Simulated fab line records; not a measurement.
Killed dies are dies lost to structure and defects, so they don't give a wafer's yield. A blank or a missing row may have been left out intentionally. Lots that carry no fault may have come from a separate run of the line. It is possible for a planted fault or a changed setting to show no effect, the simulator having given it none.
Matching of chambers / flow nand_harc / 3 sister chambers for NHARC_P_M1_PRE_CLEAN_32 on pecvd-04
The step time 12 s. 6 wafers are shown with their chamber, then 9 later ones without.

WAFERS WITH THEIR CHAMBER
wafer=L078.1; chamber=1; heater_power_w (W)=707
wafer=L078.2; chamber=2; heater_power_w (W)=647
wafer=L078.6; chamber=1; heater_power_w (W)=700
wafer=L091.1; chamber=0; heater_power_w (W)=666
wafer=L091.5; chamber=2; heater_power_w (W)=724
wafer=L091.6; chamber=0; heater_power_w (W)=680

WAFERS WITHOUT THEIR CHAMBER
wafer=L094.1; heater_power_w (W)=666
wafer=L094.3; heater_power_w (W)=648
wafer=L094.5; heater_power_w (W)=695
wafer=L096.1; heater_power_w (W)=662
wafer=L096.2; heater_power_w (W)=575
wafer=L096.3; heater_power_w (W)=623
wafer=L097.2; heater_power_w (W)=564
wafer=L097.3; heater_power_w (W)=705
wafer=L097.5; heater_power_w (W)=562

EACH ONE'S CHAMBER
wafer=L094.1; from the rows above=can't be placed: 0 or 2 or 1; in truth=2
wafer=L094.3; from the rows above=can't be placed: 0 or 2 or 1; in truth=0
wafer=L094.5; from the rows above=can't be placed: 1 or 2 or 0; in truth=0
wafer=L096.1; from the rows above=can't be placed: 0 or 2 or 1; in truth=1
wafer=L096.2; from the rows above=can't be placed: 0 or 2 or 1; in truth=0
wafer=L096.3; from the rows above=can't be placed: 0 or 2 or 1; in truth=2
wafer=L097.2; from the rows above=can't be placed: 0 or 2 or 1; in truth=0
wafer=L097.3; from the rows above=can't be placed: 1 or 2 or 0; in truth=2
wafer=L097.5; from the rows above=can't be placed: 0 or 2 or 1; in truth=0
Correct placement for 0 of the 9. From these rows, 9 cannot be placed; in 9 the true chamber is one of the candidates. 0 placed wrongly.
How it was worked out, from the rows above alone: a wafer's distance from a chamber is the root of the sum, over the readings, of the square of ((its reading less the chamber's mean) divided by the reading's scatter). The wafer belongs to the nearest chamber; if the next one is less than 2 further off, it can't be placed. The mean given for a chamber averages the wafers shown for that chamber. The scatter: the root of (the sum of the squares of (reading less its chamber's mean) over the shown wafers, divided by (wafers less chambers)).
